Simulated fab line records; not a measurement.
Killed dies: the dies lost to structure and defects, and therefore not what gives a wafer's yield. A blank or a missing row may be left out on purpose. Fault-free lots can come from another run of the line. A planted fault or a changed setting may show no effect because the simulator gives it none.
fab line records	flow nand_harc
record: lots: 11	wafers: 33	last_day: 35
route steps=1302 shown A_CONTACT@1043 END@1302
lots that met no fault: taken from a fault-free run of the same line
start_h: start of the lot's first displayed wafer, in hours after the record's first day	wait_h: hours elapsed since this lot's preceding step	" identical to the entry in the row above	L1.1+2: a single row standing in for several wafers	- no value, or no start given	* or withheld: withheld	< > ~ a bound
route shown NAME@n: NAME is a module with steps in the file, n the number in the route of the first one	usual: mean/standard deviation of fault-free wafers	same: alike in all rows	chamber/n: place in a boat	sites: the reading at each site	_std_site: how widely they spread, as a standard deviation	_edge_site: the outer-site mean with the inner-site mean subtracted	radius_mm: for every site, how far away it sits from the centre of the wafer	mask NAME#n: copy n	behind: the tool/chamber that last shaped the wafer	hold: why the lot was held/for how many hours/how that ended	device: the transistor (n, p or np) that didn't switch	end of line: at the end of the route, the tests of the same wafers	for a step that has no rows: nothing shown but its recipe	killed: not the wafer's yield, but the dies lost to structure and defects at the first sort	map: dies across one wafer; x = killed, . = not, _ = none there
set.NAME: the run value of the setting; set.NAME@STEP: its run value at that earlier step	model.NAME: the simulator's own value behind a step, which no gauge read
steps of the route over a sample of lots; a table a step, a row a wafer
services: from which hour (start_h, from the record's first day; less than 0 if before it) a tool's chamber was out of use, for how many hours, and why
== steps ==
step: NHARC_A_CONTACT_ETCH_75
recipe: target_depth_a: 390	over_etch_frac: 0.3	time_s: 65	ion_energy_ev: 80	cf4_flow_sccm: 150	ar_flow_sccm: 0	rf_w: 300	bias_w: 100	chemistry: CF4
usual: bias_w: 100.0/0.32	cf4_flow_sccm: 150.0/0.49	drypump_motor_current_A: 5.8/0.55	oes_product_au: 1.004/0.0073	rf_vpp_V: 151.2/1.2	showerhead_plenum_p_Torr: 1.76/0.065	throttle_valve_pct: 13.283/0.0092
lot.wafer	tool	chamber	start_h	wait_h	bias_w	cf4_flow_sccm	drypump_motor_current_A	oes_product_au	rf_hours_counter_h	rf_vpp_V	showerhead_plenum_p_Torr	throttle_valve_pct
L250.4	rie_diel-04	3	519.89	0.1	99.6	150.0	6.2	0.994	54	151.7	1.79	13.295
L250.1	"	0	"	"	100.2	150.0	4.6	0.996	52	153.9	1.88	13.285
L250.5	"	0	"	"	99.7	150.3	4.6	0.995	-	151.6	1.88	13.273
L251.3	rie_diel-07	3	532.39	0.1	99.8	150.4	6.0	1.008	14	149.1	1.70	13.296
L251.1	"	0	"	"	99.4	149.8	6.5	1.011	12	152.2	1.85	13.301
L251.4	"	1	"	"	100.3	149.7	5.7	1.008	12	150.4	1.72	13.288
L257.1	rie_diel-04	0	562.70	0.1	99.8	150.6	4.6	1.015	6	152.2	1.87	13.275
L257.4	"	1	"	"	100.2	149.7	4.9	1.015	5	149.4	1.65	13.291
L257.2	"	2	"	"	100.4	149.9	5.8	1.006	5	149.7	1.72	13.284
L258.4	rie_diel-04	3	590.66	0.1	99.5	150.1	6.2	0.996	14	150.7	1.79	13.280
L258.3	"	0	"	"	100.1	150.5	4.6	1.006	13	152.4	1.87	13.277
L258.2	"	1	"	"	99.4	151.0	4.9	1.002	14	147.5	1.65	13.293
L261.4	rie_diel-01	0	604.84	0.1	100.0	150.8	6.5	1.012	-	151.1	1.76	13.269
L261.3	"	2	"	"	100.2	149.1	5.9	1.009	-	151.0	1.83	13.296
L261.5	"	2	"	"	100.6	149.7	5.9	1.009	-	151.0	1.83	13.276
L263.1	rie_diel-01	3	644.97	0.1	99.6	149.1	5.5	1.004	11	148.9	1.68	13.290
L263.4	"	0	"	"	99.9	150.2	6.5	1.004	12	150.2	1.76	13.289
L263.5	"	1	"	"	99.8	150.7	5.3	1.010	-	152.5	1.79	13.287
L264.3	rie_diel-04	2	645.91	0.1	99.6	150.5	5.8	0.999	35	151.4	1.71	13.299
L264.2	"	0	"	"	99.7	149.6	4.6	1.009	35	152.6	1.87	13.294
L264.1	"	1	"	"	100.4	150.1	4.9	1.006	35	149.0	1.64	13.291
L266.3	rie_diel-01	0	672.46	0.1	99.8	149.7	6.5	0.999	17	151.0	1.75	13.283
L266.4	"	1	"	"	100.3	150.1	5.3	0.989	11	150.5	1.79	13.272
L266.6	"	2	"	"	100.3	150.2	5.9	1.005	-	151.7	1.83	13.287
L271.2	rie_diel-01	3	717.93	0.1	99.5	150.4	5.5	1.010	24	150.8	1.68	13.298
L271.3	"	1	"	"	99.9	150.0	5.2	1.002	16	151.9	1.79	13.296
L271.1	"	2	"	"	99.4	149.7	5.9	1.014	21	150.7	1.82	13.300
L270.2	rie_diel-07	1	738.35	0.1	100.0	150.1	5.7	0.996	28	150.2	1.71	13.300
L270.1	"	3	"	"	99.7	150.3	6.1	1.003	29	150.3	1.68	13.281
L270.5	"	0	"	"	100.5	150.2	6.4	0.997	-	152.4	1.84	13.294
L272.2	rie_diel-01	1	752.11	0.1	100.3	151.4	5.3	0.999	1	153.0	1.79	13.277
L272.3	"	2	"	"	100.0	150.1	5.9	1.006	1	152.2	1.82	13.277
L272.5	"	1	"	"	100.4	150.1	5.3	1.004	-	152.5	1.79	13.282
step: NHARC_A_CONTACT_ETCH_124
recipe: source_w: withheld	pressure_mtorr: 20	bias_v: withheld	time_s: 140	target_depth_a: 7000	ar_flow_sccm: withheld	c4f8_flow_sccm: withheld	o2_flow_sccm: withheld	chemistry: C4F8/O2/Ar
usual: chamber_pressure_mTorr: 20.001/0.019	oes_air_line_au: 1.002/0.021
lot.wafer	tool	chamber	start_h	wait_h	chamber_pressure_mTorr	oes_air_line_au	rf_hours_counter_h
L250.1	har_cap_etch-02	1	521.35	-	20.001	1.000	85
L250.4	"	0	"	"	19.987	0.993	-
L250.5	"	1	"	"	20.002	1.012	-
L251.1	har_cap_etch-01	1	533.93	-	19.989	0.974	6
L251.3	"	1	"	"	19.972	0.997	-
L251.4	"	0	"	"	20.008	1.014	-
L257.1	har_cap_etch-01	0	564.17	-	20.012	0.984	12
L257.2	"	1	"	"	20.012	1.017	12
L257.4	"	1	"	"	19.993	1.006	-
L258.2	har_cap_etch-02	0	592.24	-	20.025	0.979	100
L258.4	"	1	"	"	20.012	1.006	-
L258.3	"	0	"	"	19.997	1.012	-
L261.4	har_cap_etch-03	0	606.80	-	20.014	1.027	-
L261.3	"	1	"	"	20.022	0.998	-
L261.5	"	1	"	"	20.015	1.007	-
L263.1	har_cap_etch-03	1	646.45	-	19.973	0.984	69
L263.4	"	0	"	"	20.006	0.953	-
L263.5	"	1	"	"	20.009	0.969	-
L264.2	har_cap_etch-01	1	647.36	-	20.006	0.980	26
L264.1	"	0	"	"	20.040	0.991	26
L264.3	"	0	"	"	19.975	0.973	-
L266.4	har_cap_etch-02	1	674.00	-	19.983	1.006	-
L266.3	"	0	"	"	19.985	0.987	-
L266.6	"	1	"	"	20.039	0.994	-
L271.2	har_cap_etch-03	0	719.39	-	20.012	1.012	81
L271.1	"	1	"	"	20.006	1.018	81
L271.3	"	1	"	"	20.012	1.048	-
L270.1	har_cap_etch-01	1	739.82	-	20.000	1.014	42
L270.2	"	0	"	"	20.028	1.019	42
L270.5	"	0	"	"	20.014	0.986	-
L272.2	har_cap_etch-02	0	753.56	-	19.988	1.009	126
L272.3	"	1	"	"	19.965	1.020	-
L272.5	"	0	"	"	19.942	1.019	-
step: NHARC_A_CONTACT_ETCH_126
recipe: source_w: withheld	pressure_mtorr: 20	bias_v: 3000	time_s: 197	target_depth_a: 19180	ar_flow_sccm: withheld	c4f8_flow_sccm: withheld	o2_flow_sccm: withheld	chemistry: C4F8/O2/Ar
usual: chamber_pressure_mTorr: 20.000/0.019	oes_air_line_au: 0.999/0.019
lot.wafer	tool	chamber	start_h	wait_h	chamber_pressure_mTorr	oes_air_line_au	rf_hours_counter_h
L250.1	har_cap_etch-02	1	521.73	0.1	19.980	0.998	85
L250.4	"	0	"	"	20.003	1.012	-
L250.5	"	1	"	"	20.019	1.031	-
L251.1	har_cap_etch-01	1	534.31	0.1	20.028	0.995	7
L251.3	"	1	"	"	20.048	1.024	-
L251.4	"	0	"	"	20.001	0.975	-
L257.1	har_cap_etch-01	0	564.54	0.1	20.008	0.966	12
L257.2	"	1	"	"	20.028	1.014	12
L257.4	"	1	"	"	20.001	1.011	-
L258.2	har_cap_etch-02	0	592.74	0.2	20.009	0.970	100
L258.4	"	1	"	"	19.971	1.029	-
L258.3	"	0	"	"	19.991	1.011	-
L261.4	har_cap_etch-03	0	607.17	0.1	20.000	0.997	-
L261.3	"	1	"	"	19.988	1.015	-
L261.5	"	1	"	"	20.010	1.012	-
L263.1	har_cap_etch-03	1	646.82	0.1	19.996	1.013	69
L263.4	"	0	"	"	20.003	1.014	-
L263.5	"	1	"	"	20.005	1.032	-
L264.2	har_cap_etch-01	1	647.73	0.1	19.986	1.011	26
L264.1	"	0	"	"	19.997	0.981	26
L264.3	"	0	"	"	20.006	1.004	-
L266.4	har_cap_etch-02	1	674.50	0.2	20.008	1.009	-
L266.3	"	0	"	"	20.005	1.030	-
L266.6	"	1	"	"	19.995	0.965	-
L271.2	har_cap_etch-03	0	719.88	0.2	19.987	1.006	81
L271.1	"	1	"	"	20.004	1.012	81
L271.3	"	1	"	"	19.992	0.991	-
L270.1	har_cap_etch-01	1	740.20	0.1	19.982	0.999	42
L270.2	"	0	"	"	19.996	0.971	42
L270.5	"	0	"	"	19.999	0.984	-
L272.2	har_cap_etch-02	0	753.94	0.1	19.988	0.972	126
L272.3	"	1	"	"	20.021	1.031	-
L272.5	"	0	"	"	19.982	0.965	-
step: NHARC_A_CONTACT_ETCH_97
recipe: target_depth_a: 200	over_etch_frac: 0.5	time_s: 10	ion_energy_ev: 250	c4f6_flow_sccm: 25	o2_flow_sccm: 20	ar_flow_sccm: 500	rf_w: 600	bias_w: 500	chemistry: C4F6/O2
usual: bias_w: 500.1/1.6	c4f6_flow_sccm: 25.01/0.083	drypump_motor_current_A: 5.8/0.51	oes_product_au: 0.961/0.021	rf_vpp_V: 546.4/2.9	showerhead_plenum_p_Torr: 3.90/0.13	throttle_valve_pct: 26.903/0.0093
lot.wafer	tool	chamber	start_h	wait_h	bias_w	c4f6_flow_sccm	drypump_motor_current_A	oes_product_au	rf_hours_counter_h	rf_vpp_V	showerhead_plenum_p_Torr	throttle_valve_pct
L250.4	rie_diel-04	2	523.89	-	501.3	24.96	5.8	0.946	55	545.6	3.81	26.892
L250.1	"	1	"	"	498.4	25.01	4.9	0.945	51	542.9	3.67	26.906
L250.5	"	3	"	"	503.2	25.01	6.2	0.952	-	549.6	3.98	26.906
L251.3	rie_diel-01	3	536.69	0.1	499.7	25.04	5.5	1.018	29	542.1	3.74	26.915
L251.1	"	0	"	"	498.9	24.85	6.5	0.996	32	546.6	3.90	26.894
L251.4	"	0	"	"	501.7	24.83	6.5	0.994	-	546.1	3.90	26.898
L257.4	rie_diel-04	0	566.72	-	501.8	25.17	4.7	0.951	6	551.4	4.15	26.909
L257.2	"	1	"	"	499.5	25.00	4.9	0.965	6	543.3	3.66	26.910
L257.1	"	2	"	"	501.7	24.95	5.8	0.974	6	546.0	3.81	26.901
L258.3	rie_diel-01	1	595.63	-	497.3	25.11	5.3	0.961	3	547.7	3.97	26.909
L258.4	"	2	"	"	498.3	24.78	5.9	0.963	3	550.5	4.05	26.913
L258.2	"	0	"	"	500.6	25.05	6.5	0.965	4	545.1	3.90	26.915
L261.4	rie_diel-04	3	609.28	-	499.3	25.16	6.2	1.007	24	546.3	3.96	26.898
L261.3	"	0	"	"	498.7	24.99	4.7	1.018	24	551.3	4.14	26.898
L261.5	"	1	"	"	499.1	25.08	5.0	1.009	-	543.0	3.65	26.918
L263.1	rie_diel-01	2	648.96	-	-	-	-	-	-	-	-	-
L263.4	"	0	"	"	-	-	-	-	-	-	-	-
L263.5	"	2	"	"	-	-	-	-	-	-	-	-
L264.1	rie_diel-01	0	649.88	-	-	-	-	-	-	-	-	-
L264.3	"	2	"	"	-	-	-	-	-	-	-	-
L264.2	"	3	"	"	-	-	-	-	-	-	-	-
L266.3	rie_diel-01	0	677.14	-	496.5	25.06	6.5	0.932	18	545.5	3.89	26.912
L266.4	"	2	"	"	500.4	25.03	5.9	0.956	16	548.1	4.05	26.916
L266.6	"	3	"	"	499.4	25.05	5.5	0.947	-	542.4	3.72	26.908
L271.2	rie_diel-01	2	722.28	-	499.3	25.02	5.9	0.981	22	549.6	4.04	26.908
L271.3	"	3	"	"	499.6	24.93	5.5	0.970	25	544.1	3.72	26.907
L271.1	"	0	"	"	499.9	25.08	6.5	0.957	24	546.2	3.89	26.884
L270.1	rie_diel-07	3	742.48	-	498.7	24.96	6.1	0.951	30	543.5	3.72	26.909
L270.2	"	0	"	"	500.5	25.03	6.5	0.962	26	550.5	4.07	26.905
L270.5	"	3	"	"	497.1	24.99	6.1	0.954	-	542.1	3.72	26.910
L272.3	rie_diel-01	1	756.10	-	499.9	25.07	5.3	0.960	2	547.9	3.96	26.911
L272.2	"	0	"	"	499.4	24.90	6.5	0.941	2	548.1	3.88	26.898
L272.5	"	2	"	"	499.6	25.07	5.9	0.963	-	550.5	4.04	26.898
step: NHARC_END_SORT_01
recipe: temp_c: 25
usual: killed_at_array: 44/16	killed_at_other: 0.6/1.1	killed_at_periphery: 3.9/2.6	killed_dies: 48/16	killed_open: 3.1/1.9	killed_short: 2.4/1.8
same: gross_dies: 677
lot.wafer	tool	chamber	start_h	wait_h	killed_at_array	killed_at_other	killed_at_periphery	killed_dies	killed_open	killed_short
L264.1	prober-01	0	704.10	2.5	668	1	8	677	3	2
L264.2	prober-01	0	704.90	2.8	671	0	6	677	2	1
L264.3	prober-01	0	705.71	3.1	674	0	3	677	0	0
L263.1	prober-02	0	704.12	2.5	673	1	3	677	3	3
L263.4	prober-02	0	706.53	3.4	672	1	4	677	4	1
L263.5	prober-02	0	707.33	3.7	673	0	4	677	2	3
killed by level:class
L264.1 A_CONTACT:area_etch=636 A_SLIT:chamber_film_flake=18 A_CHANNEL_HOLE_D1:chamber_film_flake=6 P_CONTACT:chamber_film_flake=4 A_M0:geometric_particle:open=2 A_CONTACT:chamber_film_flake=2 P_CONTACT:geometric_particle:open=1 P_M1:geometric_particle:short=1
L263.1 A_CONTACT:area_etch=613 A_CHANNEL_HOLE_D1:chamber_film_flake=31 A_SLIT:chamber_film_flake=12 A_CHANNEL_HOLE_D2:chamber_film_flake=7 A_CONTACT:chamber_film_flake=4 P_GATE:chamber_film_flake=2 A_CHANNEL_HOLE_D1:geometric_particle:open=1 A_CHANNEL_FILL_D1:geometric_particle:short=1
L264.2 A_CONTACT:area_etch=635 A_SLIT:chamber_film_flake=22 P_CONTACT:chamber_film_flake=6 A_CHANNEL_HOLE_D1:chamber_film_flake=4 A_CONTACT:chamber_film_flake=3 A_STAIRCASE:chamber_film_flake=2 A_SOURCE_PLATE:geometric_particle:open=1 A_ONON_D2:geometric_particle:short=1
L264.3 A_CONTACT:area_etch=649 A_SLIT:chamber_film_flake=13 A_CHANNEL_FILL_D2:chamber_film_flake=4 A_CHANNEL_HOLE_D1:chamber_film_flake=3 A_DECK1_JOINT:chamber_film_flake=2 P_CONTACT:chamber_film_flake=2 P_STI:chamber_film_flake=1 A_ZERO_WELL:chamber_film_flake=1
L263.4 A_CONTACT:area_etch=599 A_CHANNEL_HOLE_D1:chamber_film_flake=37 A_SLIT:chamber_film_flake=20 A_CHANNEL_HOLE_D2:chamber_film_flake=7 A_CONTACT:chamber_film_flake=3 P_GATE:chamber_film_flake=2 A_WL_FILL:chamber_film_flake=2 P_CONTACT:geometric_particle:open=1
L263.5 A_CONTACT:area_etch=616 A_CHANNEL_HOLE_D1:chamber_film_flake=23 A_SLIT:chamber_film_flake=22 A_CHANNEL_HOLE_D2:chamber_film_flake=5 A_CONTACT:chamber_film_flake=3 P_GATE:chamber_film_flake=2 P_CONTACT:geometric_particle:open=1 P_CONTACT:geometric_particle:short=1
== services ==
tool	chamber	start_h	hours	kind
har_cap_etch-01	-	497.00	17.0	pm
rie_diel-01	0	512.77	-	clean
rie_diel-01	1	512.77	-	clean
rie_diel-01	2	512.77	-	clean
rie_diel-01	3	512.77	-	clean
rie_diel-04	-	532.41	9.0	pm
rie_diel-01	0	537.27	-	clean
rie_diel-01	1	537.27	-	clean
rie_diel-01	2	537.27	-	clean
rie_diel-01	3	537.27	-	clean
rie_diel-07	-	550.42	0.9	repair
rie_diel-01	-	558.11	9.0	pm
rie_diel-01	0	558.11	9.0	vent_cycle
rie_diel-07	0	562.55	12.0	repair
rie_diel-01	3	601.55	3.7	repair
rie_diel-01	1	604.61	18.3	repair
rie_diel-07	-	648.23	9.0	pm
rie_diel-04	1	655.38	4.3	repair
rie_diel-04	2	669.20	17.9	repair
rie_diel-04	0	703.71	5.1	repair
rie_diel-04	-	709.41	9.0	pm
rie_diel-01	-	735.11	9.0	pm
rie_diel-01	-	753.80	0.9	repair
har_cap_etch-02	-	755.60	17.0	pm
== key ==
first_sign: step: NHARC_A_CONTACT_ETCH_97	reading: tool_record	direction: missing
effect: step: NHARC_END_SORT_01	reading: killed_at_array	direction: up	sigmas: 40	usual: 44	struck: 672
more_kills_born_at: NHARC_A_CONTACT_ETCH_97@rie_diel-01: 3747
met_at NHARC_A_CONTACT_ETCH_97
struck_lots L263,L264
later_rows_left_out L263.1,L263.4,L263.5,L264.1,L264.2,L264.3
tester_left_out L263,L264
not_acting_at NHARC_A_CONTACT_ETCH_75,NHARC_A_CONTACT_ETCH_124,NHARC_A_CONTACT_ETCH_126
onset_between 595.63 648.96
fault: kind: skipped_step_whole	tool: rie_diel-01	chamber: -	onset_h: 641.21	steps: NHARC_A_CONTACT_ETCH_97	scope: struck_lots_only
tester_left_out: of these lots the tester's yield and bins aren't shown, on N5 and GAA mostly nor the transistor test; their killed dies are dies lost to structure and defects alone, not to doping, threshold or leakage, so they don't give the yield
later_rows_left_out: the simulator's readings of these wafers behind a module that went badly wrong aren't trusted and aren't shown, but for the sort
